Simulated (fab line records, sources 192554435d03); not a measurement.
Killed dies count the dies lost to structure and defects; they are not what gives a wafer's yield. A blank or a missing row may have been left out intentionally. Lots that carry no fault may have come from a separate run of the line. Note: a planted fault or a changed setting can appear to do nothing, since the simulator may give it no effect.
fab line records + flow n5Finfet
[record]
- lots = 6
- wafers = 17
- lastDay = 17
route steps=1938 shown BEOL_M1@816 BEOL_M4@1111 PASSIVATION@1936
lots with no fault: from the same line, run without faults
startH: hours from the record's opening day to when the first of the lot's shown wafers began + waitH: time in hours since the lot's previous step + " as in the row above + L1.1+2: a single row standing in for several wafers + - no value present, or no start provided + * or withheld: withheld + < > ~ a bound
route shown NAME@n: a module of which the file shows steps, and the number in the route of the first + usual: mean/standard deviation taken from wafers without a fault + same: alike in all rows + chamber/n: place in a boat + sites: readings site by site + _std_site: the standard deviation of these + _edge_site: outer sites' mean less inner sites' + radiusMm: how far each site lies from the wafer's centre + mask NAME#n: copy n + behind: the last tool/chamber to shape the wafer + hold: why the lot was held/for how many hours/how that ended + device: whichever transistor did not switch (one of n, p or np) + end of line: tests of these same wafers at the route's end + for a step that has no rows: nothing shown but its recipe + killed: not the wafer's yield, but the dies lost to structure and defects at the first sort + map: per-die view of a wafer (x killed, . not killed, _ where there is no die)
set.NAME: setting as actually run; set.NAME@STEP: the setting as run at that earlier step + model.NAME: the simulator's own value behind a step, which no gauge read
lots at some steps of the route; a table a step, a row a wafer
[[steps]]
[step N5_BEOL_M1_SPUTTER_79]
[recipe]
- material = Cu
- targetThkA = 45
- tempC = -20
- chamberPressurePa = 0.07
- powerW = withheld
- timeS = 8.29
[usual]
- chamberPressurePa = 0.06998/0.00015
- chuckGasFlowSccm = 1.25/0.046
- substrateTempC = -20.00/0.1
- throttleValvePct = 29.6/1.3
| lot.wafer | tool          | chamber | startH | waitH | chamberPressurePa | chuckGasFlowSccm | substrateTempC | throttleValvePct |
|-----------|---------------|---------|--------|-------|-------------------|------------------|----------------|------------------|
| L302.1    | pvdSputter-02 | -       | 131.36 | 0.1   | 0.06994           | 1.19             | -20.08         | 31.0             |
| L302.2    | "             | -       | "      | "     | 0.06982           | 1.29             | -19.97         | 28.2             |
| L302.4    | "             | -       | "      | "     | 0.07001           | 1.15             | -20.14         | 28.6             |
| L303.2    | pvdSputter-03 | -       | 137.63 | 0.1   | 0.07017           | 1.24             | -20.05         | 28.8             |
| L303.4    | "             | -       | "      | "     | 0.06992           | 1.29             | -20.19         | 29.7             |
| L303.6    | "             | -       | "      | "     | 0.06981           | 1.28             | -19.85         | 31.4             |
| L310.4    | pvdSputter-01 | -       | 176.61 | 0.1   | 0.06996           | 1.27             | -20.16         | 30.9             |
| L310.6    | "             | -       | "      | "     | 0.07003           | 1.28             | -19.91         | 29.0             |
| L311.1    | pvdSputter-02 | -       | 187.65 | 0.1   | 0.07009           | 1.27             | -19.96         | 28.8             |
| L311.3    | "             | -       | "      | "     | 0.07003           | 1.23             | -20.00         | 28.3             |
| L311.5    | "             | -       | "      | "     | 0.06988           | 1.23             | -20.12         | 28.9             |
| L321.2    | pvdSputter-03 | -       | 242.15 | 0.1   | 0.07001           | 1.28             | -19.86         | 28.7             |
| L321.5    | "             | -       | "      | "     | 0.07019           | 1.35             | -20.12         | 31.5             |
| L321.6    | "             | -       | "      | "     | 0.06985           | 1.25             | -19.94         | 29.2             |
| L322.2    | pvdSputter-03 | -       | 255.88 | 0.1   | 0.06997           | 1.25             | -19.94         | 31.6             |
| L322.3    | "             | -       | "      | "     | 0.06983           | 1.22             | -19.99         | 32.4             |
| L322.6    | "             | -       | "      | "     | 0.0705            | 1.31             | -20.12         | 31.7             |
[step N5_BEOL_M1_ANNEAL_80]
[recipe]
- tempC = 400
- timeS = 240
- ambient = vacuum
[usual]
- heaterPowerW = 854/100
| lot.wafer | tool          | chamber | startH | waitH | heaterPowerW |
|-----------|---------------|---------|--------|-------|--------------|
| L302.1    | pvdSputter-02 | -       | 131.44 | 0.0   | 797          |
| L302.2    | "             | -       | "      | "     | 1124         |
| L302.4    | "             | -       | "      | "     | 745          |
| L303.2    | pvdSputter-03 | -       | 137.71 | 0.0   | 740          |
| L303.4    | "             | -       | "      | "     | 865          |
| L303.6    | "             | -       | "      | "     | 877          |
| L310.4    | pvdSputter-01 | -       | 176.69 | 0.0   | 747          |
| L310.6    | "             | -       | "      | "     | 929          |
| L311.1    | pvdSputter-02 | -       | 187.73 | 0.0   | 728          |
| L311.3    | "             | -       | "      | "     | 1137         |
| L311.5    | "             | -       | "      | "     | 769          |
| L321.2    | pvdSputter-03 | -       | 242.23 | 0.0   | 730          |
| L321.5    | "             | -       | "      | "     | 883          |
| L321.6    | "             | -       | "      | "     | 868          |
| L322.2    | pvdSputter-03 | -       | 255.96 | 0.0   | 893          |
| L322.3    | "             | -       | "      | "     | 881          |
| L322.6    | "             | -       | "      | "     | 895          |
[step N5_BEOL_M1_SPUTTER_81]
[recipe]
- material = Cu
- targetThkA = 45
- tempC = -20
- chamberPressurePa = 0.07
- powerW = withheld
- timeS = 8.29
[step N5_BEOL_M1_ANNEAL_82]
[recipe]
- tempC = 400
- timeS = 240
- ambient = vacuum
[step N5_BEOL_M1_SPUTTER_86]
[recipe]
- material = Cu
- targetThkA = 45
- tempC = -20
- chamberPressurePa = 0.07
- powerW = withheld
- timeS = 8.29
[step N5_BEOL_M1_ANNEAL_87]
[recipe]
- tempC = 400
- timeS = 240
- ambient = vacuum
[step N5_BEOL_M1_SPUTTER_88]
[recipe]
- material = Cu
- targetThkA = 45
- tempC = -20
- chamberPressurePa = 0.07
- powerW = withheld
- timeS = 8.29
[usual]
- chamberPressurePa = 0.07001/0.00013
- chuckGasFlowSccm = 1.25/0.057
- substrateTempC = -19.99/0.1
- throttleValvePct = 29.6/1.3
| lot.wafer | tool          | chamber | startH | waitH | chamberPressurePa | chuckGasFlowSccm | substrateTempC | throttleValvePct |
|-----------|---------------|---------|--------|-------|-------------------|------------------|----------------|------------------|
| L302.1    | pvdSputter-02 | -       | 132.02 | 0.1   | 0.07018           | 1.21             | -19.84         | 30.7             |
| L302.2    | "             | -       | "      | "     | 0.06982           | 1.19             | -20.02         | 28.4             |
| L302.4    | "             | -       | "      | "     | 0.06984           | 1.16             | -20.04         | 28.8             |
| L303.2    | pvdSputter-03 | -       | 138.29 | 0.1   | 0.07005           | 1.36             | -19.92         | 29.0             |
| L303.4    | "             | -       | "      | "     | 0.06991           | 1.33             | -20.13         | 29.6             |
| L303.6    | "             | -       | "      | "     | 0.06997           | 1.27             | -19.89         | 31.3             |
| L310.4    | pvdSputter-01 | -       | 177.27 | 0.1   | 0.07009           | 1.19             | -19.90         | 30.9             |
| L310.6    | "             | -       | "      | "     | 0.07006           | 1.32             | -19.92         | 29.1             |
| L311.1    | pvdSputter-02 | -       | 188.31 | 0.1   | 0.0701            | 1.18             | -19.80         | 28.6             |
| L311.3    | "             | -       | "      | "     | 0.06992           | 1.18             | -19.98         | 28.0             |
| L311.5    | "             | -       | "      | "     | 0.0698            | 1.28             | -19.90         | 28.9             |
| L321.2    | pvdSputter-03 | -       | 242.81 | 0.1   | 0.06986           | 1.18             | -19.97         | 28.8             |
| L321.5    | "             | -       | "      | "     | 0.06994           | 1.30             | -19.91         | 31.6             |
| L321.6    | "             | -       | "      | "     | 0.07              | 1.31             | -20.19         | 29.5             |
| L322.2    | pvdSputter-03 | -       | 256.54 | 0.1   | 0.07007           | 1.28             | -19.96         | 31.5             |
| L322.3    | "             | -       | "      | "     | 0.07013           | 1.22             | -19.94         | 31.8             |
| L322.6    | "             | -       | "      | "     | 0.07005           | 1.23             | -19.79         | 31.9             |
[step N5_BEOL_M1_ANNEAL_89]
[recipe]
- tempC = 400
- timeS = 240
- ambient = vacuum
[step N5_BEOL_M1_SPUTTER_90]
[recipe]
- material = Cu
- targetThkA = 45
- tempC = -20
- chamberPressurePa = 0.07
- powerW = withheld
- timeS = 8.29
[step N5_BEOL_M1_ANNEAL_91]
[recipe]
- tempC = 400
- timeS = 240
- ambient = vacuum
[step N5_BEOL_M1_SPUTTER_92]
[recipe]
- material = Cu
- targetThkA = 45
- tempC = -20
- chamberPressurePa = 0.07
- powerW = withheld
- timeS = 8.29
[step N5_BEOL_M1_ANNEAL_93]
[recipe]
- tempC = 400
- timeS = 240
- ambient = vacuum
[usual]
- heaterPowerW = 854/100
| lot.wafer | tool          | chamber | startH | waitH | heaterPowerW |
|-----------|---------------|---------|--------|-------|--------------|
| L302.1    | pvdSputter-02 | -       | 132.54 | 0.0   | 801          |
| L302.2    | "             | -       | "      | "     | 1145         |
| L302.4    | "             | -       | "      | "     | 723          |
| L303.2    | pvdSputter-03 | -       | 138.81 | 0.0   | 752          |
| L303.4    | "             | -       | "      | "     | 860          |
| L303.6    | "             | -       | "      | "     | 882          |
| L310.4    | pvdSputter-01 | -       | 177.79 | 0.0   | 741          |
| L310.6    | "             | -       | "      | "     | 891          |
| L311.1    | pvdSputter-02 | -       | 188.83 | 0.0   | 739          |
| L311.3    | "             | -       | "      | "     | 1156         |
| L311.5    | "             | -       | "      | "     | 783          |
| L321.2    | pvdSputter-03 | -       | 243.33 | 0.0   | 745          |
| L321.5    | "             | -       | "      | "     | 884          |
| L321.6    | "             | -       | "      | "     | 853          |
| L322.2    | pvdSputter-03 | -       | 257.06 | 0.0   | 877          |
| L322.3    | "             | -       | "      | "     | 875          |
| L322.6    | "             | -       | "      | "     | 892          |
[step N5_BEOL_M1_SPUTTER_94]
[recipe]
- material = Cu
- targetThkA = 45
- tempC = -20
- chamberPressurePa = 0.07
- powerW = withheld
- timeS = 8.29
[usual]
- chamberPressurePa = 0.07001/0.00014
- chuckGasFlowSccm = 1.25/0.053
- substrateTempC = -20.01/0.1
- throttleValvePct = 29.6/1.3
| lot.wafer | tool          | chamber | startH | waitH | chamberPressurePa | chuckGasFlowSccm | substrateTempC | throttleValvePct |
|-----------|---------------|---------|--------|-------|-------------------|------------------|----------------|------------------|
| L302.1    | pvdSputter-02 | -       | 132.68 | 0.1   | 0.06987           | 1.31             | -19.93         | 30.9             |
| L302.2    | "             | -       | "      | "     | 0.06998           | 1.39             | -20.02         | 28.3             |
| L302.4    | "             | -       | "      | "     | 0.07008           | 1.17             | -20.08         | 29.1             |
| L303.2    | pvdSputter-03 | -       | 138.95 | 0.1   | 0.06984           | 1.19             | -20.03         | 28.7             |
| L303.4    | "             | -       | "      | "     | 0.06992           | 1.23             | -19.92         | 29.2             |
| L303.6    | "             | -       | "      | "     | 0.07004           | 1.26             | -19.97         | 31.7             |
| L310.4    | pvdSputter-01 | -       | 177.93 | 0.1   | 0.06977           | 1.31             | -20.08         | 30.9             |
| L310.6    | "             | -       | "      | "     | 0.07003           | 1.15             | -19.87         | 29.7             |
| L311.1    | pvdSputter-02 | -       | 188.97 | 0.1   | 0.07016           | 1.18             | -20.03         | 28.5             |
| L311.3    | "             | -       | "      | "     | 0.06991           | 1.29             | -19.80         | 28.2             |
| L311.5    | "             | -       | "      | "     | 0.07032           | 1.24             | -19.89         | 29.2             |
| L321.2    | pvdSputter-03 | -       | 243.47 | 0.1   | -                 | -                | -              | -                |
| L321.5    | "             | -       | "      | "     | -                 | -                | -              | -                |
| L321.6    | "             | -       | "      | "     | -                 | -                | -              | -                |
| L322.2    | pvdSputter-03 | -       | 257.20 | 0.1   | -                 | -                | -              | -                |
| L322.3    | "             | -       | "      | "     | -                 | -                | -              | -                |
| L322.6    | "             | -       | "      | "     | -                 | -                | -              | -                |
[step N5_BEOL_M1_ANNEAL_95]
[recipe]
- tempC = 400
- timeS = 240
- ambient = vacuum
[usual]
- heaterPowerW = 854/100
| lot.wafer | tool          | chamber | startH | waitH | heaterPowerW |
|-----------|---------------|---------|--------|-------|--------------|
| L302.1    | pvdSputter-02 | -       | 132.76 | 0.0   | 790          |
| L302.2    | "             | -       | "      | "     | 1147         |
| L302.4    | "             | -       | "      | "     | 730          |
| L303.2    | pvdSputter-03 | -       | 139.03 | 0.0   | 751          |
| L303.4    | "             | -       | "      | "     | 862          |
| L303.6    | "             | -       | "      | "     | 887          |
| L310.4    | pvdSputter-01 | -       | 178.01 | 0.0   | 750          |
| L310.6    | "             | -       | "      | "     | 912          |
| L311.1    | pvdSputter-02 | -       | 189.05 | 0.0   | 751          |
| L311.3    | "             | -       | "      | "     | 1121         |
| L311.5    | "             | -       | "      | "     | 762          |
| L321.2    | pvdSputter-03 | -       | 243.55 | 0.0   | 749          |
| L321.5    | "             | -       | "      | "     | 879          |
| L321.6    | "             | -       | "      | "     | 853          |
| L322.2    | pvdSputter-03 | -       | 257.28 | 0.0   | 881          |
| L322.3    | "             | -       | "      | "     | 881          |
| L322.6    | "             | -       | "      | "     | 911          |
[step N5_BEOL_M4_RC_MEAS_101]
[usual]
- DIBL_N = 36.2/2.2
- DIBL_P = 36.1/2.8
- IOFF_N = 0.16/0.041
- IOFF_P = 0.21/0.047
- ION_N = 676/16
- ION_P = 463/11
- SS_N = 71.6/0.78
- SS_P = 73.3/0.86
- VT_N = 249/3.8
- VT_P = -251/3.9
| lot.wafer | tool      | chamber | startH | waitH | DIBL_N[mV/V] | DIBL_P[mV/V] | IOFF_N[nA/um] | IOFF_P[nA/um] | ION_N[uA/um] | ION_P[uA/um] | SS_N[mV/dec] | SS_P[mV/dec] | VT_N[mV] | VT_P[mV] |
|-----------|-----------|---------|--------|-------|--------------|--------------|---------------|---------------|--------------|--------------|--------------|--------------|----------|----------|
| L302.1    | prober-02 | 0       | 174.37 | 0.0   | 34.4         | 33.3         | 0.13          | 0.16          | 668          | 445          | 71.2         | 72.7         | 251      | -255     |
| L302.2    | "         | 0       | "      | "     | 36.0         | 35.0         | 0.17          | 0.20          | 688          | 470          | 70.6         | 72.9         | 245      | -247     |
| L302.4    | "         | 0       | "      | "     | 35.2         | 33.0         | 0.14          | 0.16          | 684          | 464          | 70.9         | 72.0         | 250      | -251     |
| L303.2    | prober-02 | 0       | 176.86 | 0.2   | 37.5         | 37.6         | 0.16          | 0.22          | 667          | 464          | 71.9         | 73.3         | 252      | -248     |
| L303.4    | "         | 0       | "      | "     | 33.1         | 33.3         | 0.10          | 0.16          | 667          | 465          | 70.5         | 72.6         | 257      | -250     |
| L303.6    | "         | 0       | "      | "     | 36.9         | 37.3         | 0.16          | 0.22          | 674          | 465          | 71.3         | 73.3         | 250      | -250     |
| L310.4    | prober-01 | 0       | 223.43 | 0.5   | 33.5         | 32.4         | 0.11          | 0.16          | 665          | 462          | 70.4         | 72.3         | 254      | -249     |
| L310.6    | "         | 0       | "      | "     | 40.3         | 41.0         | 0.25          | 0.31          | 690          | 472          | 72.3         | 74.6         | 245      | -245     |
| L311.1    | prober-02 | 0       | 237.02 | 0.0   | 34.7         | 35.5         | 0.13          | 0.21          | 680          | 474          | 70.5         | 72.8         | 251      | -250     |
| L311.3    | "         | 0       | "      | "     | 34.8         | 34.6         | 0.12          | 0.19          | 659          | 458          | 71.5         | 73.0         | 254      | -254     |
| L311.5    | "         | 0       | "      | "     | 32.1         | 31.3         | 0.09          | 0.15          | 645          | 456          | 71.0         | 71.8         | 256      | -254     |
| L321.2    | prober-02 | 0       | 290.66 | 0.2   | 37.3         | 35.4         | 0.15          | 0.15          | 685          | 456          | 71.9         | 73.1         | 250      | -261     |
| L321.5    | "         | 0       | "      | "     | 34.0         | 31.9         | 0.10          | 0.11          | 650          | 445          | 71.0         | 72.0         | 254      | -261     |
| L321.6    | "         | 0       | "      | "     | 38.6         | 37.8         | 0.17          | 0.18          | 672          | 458          | 72.5         | 73.3         | 248      | -257     |
| L322.2    | prober-01 | 0       | 303.63 | 0.2   | 39.3         | 39.8         | 0.20          | 0.27          | 666          | 459          | 72.1         | 73.8         | 250      | -249     |
| L322.3    | "         | 0       | "      | "     | 41.9         | 42.1         | 0.30          | 0.35          | 701          | 474          | 73.2         | 75.8         | 242      | -244     |
| L322.6    | "         | 0       | "      | "     | 36.9         | 37.0         | 0.16          | 0.23          | 682          | 467          | 72.4         | 74.1         | 252      | -250     |
[step N5_PASSIVATION_PROBE_49]
[usual]
- defectLimitedYield = 91.4/1.4
- killed_at_M0_to_M3 = 33/10
- killed_at_M4_up = 14/6.1
- killedAtContacts = 14/6.1
- killedAtFrontEnd = 38/9.7
- killedAtOther = 3.1/2.9
- killedDies = 102/17
- killedOpen = 67/13
- killedShort = 32/8
- sort_bin_4_leakage = 0.00/0.051
- sort_bin_5_function = 5.1/0.94
- sort_bin_6_memory = 3.2/0.68
- sort_bin_8_speed = 0.02/0.17
- sortNPass = 1078/17
- sortYieldPct = 91.3/1.5
[same]
- grossDies = 1180
- killedAtBackSide = 0
| lot.wafer | tool      | chamber | startH | waitH | defectLimitedYield[%] | killed_at_M0_to_M3 | killed_at_M4_up | killedAtContacts | killedAtFrontEnd | killedAtOther | killedDies | killedOpen | killedShort | sort_bin_4_leakage[%] | sort_bin_5_function[%] | sort_bin_6_memory[%] | sort_bin_8_speed[%] | sortNPass | sortYieldPct[%] |
|-----------|-----------|---------|--------|-------|-----------------------|--------------------|-----------------|------------------|------------------|---------------|------------|------------|-------------|-----------------------|------------------------|----------------------|---------------------|-----------|-----------------|
| L302.1    | prober-02 | -       | 271.62 | 0.0   | 89.7                  | 42                 | 6               | 18               | 40               | 15            | 121        | 77         | 38          | 0                     | 6.6                    | 2.8                  | 0                   | 1059      | 89.7            |
| L302.2    | prober-02 | -       | 271.67 | 0.1   | 90.1                  | 32                 | 7               | 23               | 45               | 10            | 117        | 84         | 28          | 0                     | 4.9                    | 4.0                  | 0                   | 1063      | 90.1            |
| L302.4    | prober-02 | -       | 271.77 | 0.2   | 88.5                  | 42                 | 28              | 20               | 44               | 2             | 136        | 92         | 39          | 0                     | 7.6                    | 3.6                  | 0                   | 1044      | 88.5            |
| L303.2    | prober-01 | -       | 282.18 | 0.1   | 93.8                  | 20                 | 10              | 10               | 28               | 5             | 73         | 48         | 25          | 0                     | 4.1                    | 2.0                  | 0                   | 1107      | 93.8            |
| L303.4    | prober-01 | -       | 282.28 | 0.2   | 93.7                  | 29                 | 9               | 13               | 22               | 1             | 74         | 53         | 18          | 0                     | 3.3                    | 2.7                  | 0                   | 1106      | 93.7            |
| L303.6    | prober-01 | -       | 282.38 | 0.3   | 91.1                  | 18                 | 21              | 18               | 37               | 11            | 105        | 65         | 40          | 0                     | 5.7                    | 2.9                  | 0                   | 1075      | 91.1            |
| L310.4    | prober-01 | -       | 330.70 | 0.2   | 90.8                  | 31                 | 15              | 25               | 29               | 9             | 109        | 67         | 39          | 0                     | 5.5                    | 3.1                  | 0                   | 1071      | 90.8            |
| L310.6    | prober-01 | -       | 330.80 | 0.3   | 92.7                  | 27                 | 13              | 13               | 30               | 3             | 86         | 64         | 22          | 0                     | 4.2                    | 2.8                  | 0                   | 1094      | 92.7            |
| L311.1    | prober-02 | -       | 342.02 | 0.0   | 92.4                  | 25                 | 13              | 12               | 39               | 1             | 90         | 49         | 40          | 0                     | 4.8                    | 2.4                  | 0                   | 1090      | 92.4            |
| L311.3    | prober-02 | -       | 342.12 | 0.1   | 90.6                  | 18                 | 14              | 19               | 58               | 2             | 111        | 72         | 31          | 0                     | 5.2                    | 3.7                  | 0                   | 1069      | 90.6            |
| L311.5    | prober-02 | -       | 342.22 | 0.2   | 91.7                  | 27                 | 19              | 5                | 45               | 2             | 98         | 59         | 34          | 0                     | 4.7                    | 3.1                  | 0.08                | 1081      | 91.6            |
| L321.2    | prober-01 | -       | 395.55 | 0.1   | 90.0                  | 41                 | 8               | 20               | 42               | 7             | 118        | 76         | 29          | 0                     | 5.8                    | 4.2                  | 0                   | 1062      | 90.0            |
| L321.5    | prober-01 | -       | 395.70 | 0.2   | 92.2                  | 42                 | 11              | 10               | 26               | 3             | 92         | 56         | 29          | 0                     | 4.3                    | 2.8                  | 0.08                | 1087      | 92.1            |
| L321.6    | prober-01 | -       | 395.75 | 0.3   | 90.9                  | 44                 | 16              | 5                | 39               | 3             | 107        | 58         | 32          | 0                     | 5.0                    | 3.7                  | 0                   | 1073      | 90.9            |
| L322.2    | prober-01 | -       | 408.23 | 0.1   | 92.7                  | 34                 | 9               | 12               | 29               | 2             | 86         | 53         | 23          | 0                     | 4.3                    | 2.7                  | 0                   | 1094      | 92.7            |
| L322.3    | prober-01 | -       | 408.28 | 0.1   | 95.0                  | 17                 | 2               | 7                | 31               | 2             | 59         | 34         | 19          | 0.59                  | 3.1                    | 1.5                  | 0                   | 1114      | 94.4            |
| L322.6    | prober-01 | -       | 408.43 | 0.3   | 94.2                  | 29                 | 7               | 3                | 29               | 1             | 69         | 44         | 17          | 0                     | 3.5                    | 2.1                  | 0                   | 1111      | 94.2            |
// killed by level:class
L302.1 MOL_CONTACT_COAG:geometricParticle:open=16 BEOL_M3:geometricParticle:open=12 STI_FIN_REVEAL:geometricParticle:open=9 MIM_TOP:geometricParticle:open=9 BEOL_M0:geometricParticle:open=8 BEOL_M0_SAQP:geometricParticle:short=7 HKMG_FIN:areaEtch=6 FIN_SAQP:geometricParticle:open=5
L302.2 MOL_CONTACT_COAG:geometricParticle:open=20 BEOL_M0_SAQP:geometricParticle:short=11 STI_FIN_REVEAL:geometricParticle:open=9 FIN_SAQP:geometricParticle:open=7 BEOL_M0_SAQP:geometricParticle:open=7 BEOL_M0:geometricParticle:open=7 ILD0:geometricParticle:open=5 HKMG_FIN:areaEtch=5
L302.4 MOL_CONTACT_COAG:geometricParticle:open=17 BEOL_M4:geometricParticle:open=14 BEOL_M0_SAQP:geometricParticle:short=13 STI_FIN_REVEAL:geometricParticle:open=9 BEOL_M0_SAQP:geometricParticle:open=9 FIN_SAQP:geometricParticle:open=8 BEOL_M4:geometricParticle:short=6 BEOL_M3:geometricParticle:open=6
L303.2 MOL_CONTACT_COAG:geometricParticle:open=10 FIN_SAQP:geometricParticle:short=8 BEOL_M4:geometricParticle:open=7 BEOL_M0_SAQP:geometricParticle:open=6 DUMMY_GATE:geometricParticle:open=5 GATE_CUT:geometricParticle:open=4 BEOL_M0_SAQP:geometricParticle:short=4 FIN_SAQP:geometricParticle:open=3
L303.4 BEOL_M2:geometricParticle:open=14 MOL_CONTACT_COAG:geometricParticle:open=11 DUMMY_GATE:geometricParticle:open=5 BEOL_M0_SAQP:geometricParticle:open=4 BEOL_M3:geometricParticle:open=4 BEOL_M4:geometricParticle:open=4 FIN_SAQP:geometricParticle:short=3 DUMMY_GATE:geometricParticle:short=2
L303.6 MOL_CONTACT_COAG:geometricParticle:open=15 FIN_SAQP:geometricParticle:short=10 FIN_SAQP:geometricParticle:open=8 BEOL_M4:geometricParticle:open=6 BEOL_M4:geometricParticle:short=5 BEOL_M0_SAQP:geometricParticle:open=5 BEOL_M3:geometricParticle:open=5 STI_FIN_REVEAL:geometricParticle:short=4
L310.4 MOL_CONTACT_COAG:geometricParticle:open=18 BEOL_M0_SAQP:geometricParticle:open=11 BEOL_M0_SAQP:geometricParticle:short=9 MOL_CONTACT_COAG:geometricParticle:short=7 FIN_SAQP:geometricParticle:short=6 BEOL_M4:geometricParticle:open=6 STI_FIN_REVEAL:geometricParticle:open=4 BEOL_M1:geometricParticle:open=4
L310.6 STI_FIN_REVEAL:geometricParticle:open=18 BEOL_M2:geometricParticle:open=9 MOL_CONTACT_COAG:geometricParticle:open=7 MOL_CONTACT_COAG:geometricParticle:short=6 BEOL_M0:geometricParticle:open=5 DUMMY_GATE:geometricParticle:open=4 BEOL_M0_SAQP:geometricParticle:open=4 BEOL_M4:geometricParticle:open=4
L311.1 MOL_CONTACT_COAG:geometricParticle:open=9 BEOL_M4:geometricParticle:open=7 DUMMY_GATE:geometricParticle:open=6 GATE_CUT:geometricParticle:short=6 FIN_SAQP:geometricParticle:short=5 BEOL_M0_SAQP:geometricParticle:short=5 BEOL_M0_SAQP:geometricParticle:open=5 FIN_SAQP:geometricParticle:open=4
L311.3 STI_FIN_REVEAL:geometricParticle:open=14 MOL_CONTACT_COAG:geometricParticle:open=14 FIN_SAQP:geometricParticle:open=9 BEOL_M4:geometricParticle:open=6 FIN_SAQP:geometricParticle:short=5 GATE_CUT:geometricParticle:open=5 MOL_CONTACT_COAG:geometricParticle:short=5 BEOL_M1:geometricParticle:open=5
L311.5 FIN_SAQP:geometricParticle:open=13 GATE_CUT:geometricParticle:short=10 BEOL_M4:geometricParticle:open=9 BEOL_M0_SAQP:geometricParticle:open=6 MOL_CONTACT_COAG:geometricParticle:open=5 BEOL_M1:geometricParticle:open=5 BEOL_M0_SAQP:geometricParticle:short=4 BEOL_M4:geometricParticle:short=4
L321.2 MOL_CONTACT_COAG:geometricParticle:open=16 STI_FIN_REVEAL:geometricParticle:open=11 BEOL_M3:geometricParticle:open=8 BEOL_M1:interfaceVoidOpened=7 BEOL_M4:geometricParticle:open=6 DUMMY_GATE:geometricParticle:open=6 BEOL_M1:geometricParticle:open=6 BEOL_M0:geometricParticle:open=6
L321.5 BEOL_M1:geometricParticle:open=10 BEOL_M3:geometricParticle:open=9 MOL_CONTACT_COAG:geometricParticle:open=6 BEOL_M0_SAQP:geometricParticle:short=5 MOL_CONTACT_COAG:geometricParticle:short=4 BEOL_M4:geometricParticle:open=4 BEOL_M1:interfaceVoidOpened=4 FIN_SAQP:geometricParticle:open=3
L321.6 FIN_SAQP:geometricParticle:short=9 BEOL_M0_SAQP:geometricParticle:open=9 FIN_CUT:areaEtch=9 BEOL_M2:geometricParticle:open=8 BEOL_M4:geometricParticle:open=8 BEOL_M0_SAQP:geometricParticle:short=7 BEOL_M1:interfaceVoidOpened=7 BEOL_M3:geometricParticle:short=6
L322.2 BEOL_M1:geometricParticle:open=12 MOL_CONTACT_COAG:geometricParticle:open=10 BEOL_M1:interfaceVoidOpened=8 FIN_SAQP:geometricParticle:open=5 GATE_CUT:geometricParticle:short=5 BEOL_M2:geometricParticle:open=5 FIN_SAQP:geometricParticle:short=3 DUMMY_GATE:geometricParticle:open=3
L322.3 MOL_CONTACT_COAG:geometricParticle:open=6 FIN_SAQP:geometricParticle:open=5 STARTING-WAFER:geometricParticle:short=5 GATE_CUT:geometricParticle:short=4 BEOL_M2:geometricParticle:open=4 STARTING-WAFER:geometricParticle:open=4 DUMMY_GATE:geometricParticle:open=3 HKMG_FIN:areaEtch=3
L322.6 FIN_SAQP:geometricParticle:open=9 STI_FIN_REVEAL:geometricParticle:open=9 BEOL_M1:interfaceVoidOpened=7 BEOL_M2:geometricParticle:open=6 BEOL_M0_SAQP:geometricParticle:short=4 BEOL_M1:geometricParticle:open=4 BEOL_M0_SAQP:geometricParticle:open=3 DUMMY_GATE:geometricParticle:open=2
[[key]]
[firstSign]
- step = N5_BEOL_M1_SPUTTER_94
- reading = toolRecord
- direction = missing
effect none on later readings
metAt N5_BEOL_M1_SPUTTER_94
struckWafers L321.2,L321.5,L321.6,L322.2,L322.3,L322.6
onsetBetween 138.95 243.47
[fault]
- kind = skippedStepWhole
- tool = pvdSputter-03
- chamber = -
- onsetH = 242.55
- steps = N5_BEOL_M1_SPUTTER_94
- scope = struckLotsOnly
